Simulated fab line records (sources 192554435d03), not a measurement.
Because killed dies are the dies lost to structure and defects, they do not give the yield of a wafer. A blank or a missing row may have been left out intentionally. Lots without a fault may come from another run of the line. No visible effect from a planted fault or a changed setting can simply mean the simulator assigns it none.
Matching of chambers    flow n5-finfet    N5_BEOL_M9_VIA_ETCH_34 on rie-diel-02 has 4 sister chambers
The step etches SiCOH lowk in C4F6/O2, target depth 182.4 nm, time 68.4 s. 4 wafers are shown with their chamber, then 7 later ones without.

## WAFERS PAIRED WITH THEIR CHAMBERS
wafer   chamber  showerhead-plenum-p-Torr (Torr)
L084.2  2        2.67
L088.4  3        3.02
L090.3  0        2.77
L090.4  1        2.84

## WAFERS WHOSE CHAMBER IS MISSING
wafer   showerhead-plenum-p-Torr (Torr)
L090.6  3.01
L091.1  2.84
L091.5  3.01
L091.6  2.77
L096.1  2.83
L096.4  3.01
L096.5  2.83

## WHICH CHAMBER EACH WENT THROUGH
wafer   from the rows above  in truth
L090.6  3                    3
L091.1  1                    1
L091.5  3                    3
L091.6  0                    0
L096.1  1                    1
L096.4  3                    3
L096.5  1                    1
7 of 7 placed correctly. Not placeable from these rows: 0. Wrongly placed: 0.
How it was worked out, from the rows above alone: a wafer's distance from a chamber is the root of the sum, over the readings, of the square of ((its reading less the chamber's mean) divided by the reading's scatter). If the next closest chamber is less than 2 further off than the closest, the wafer can't be placed; otherwise it belongs to the closest. For every chamber, the mean is computed from those of its wafers that are shown. The scatter: with one shown wafer a chamber, the root of the mean of the squares of how far each hidden wafer lies from its nearest shown one.
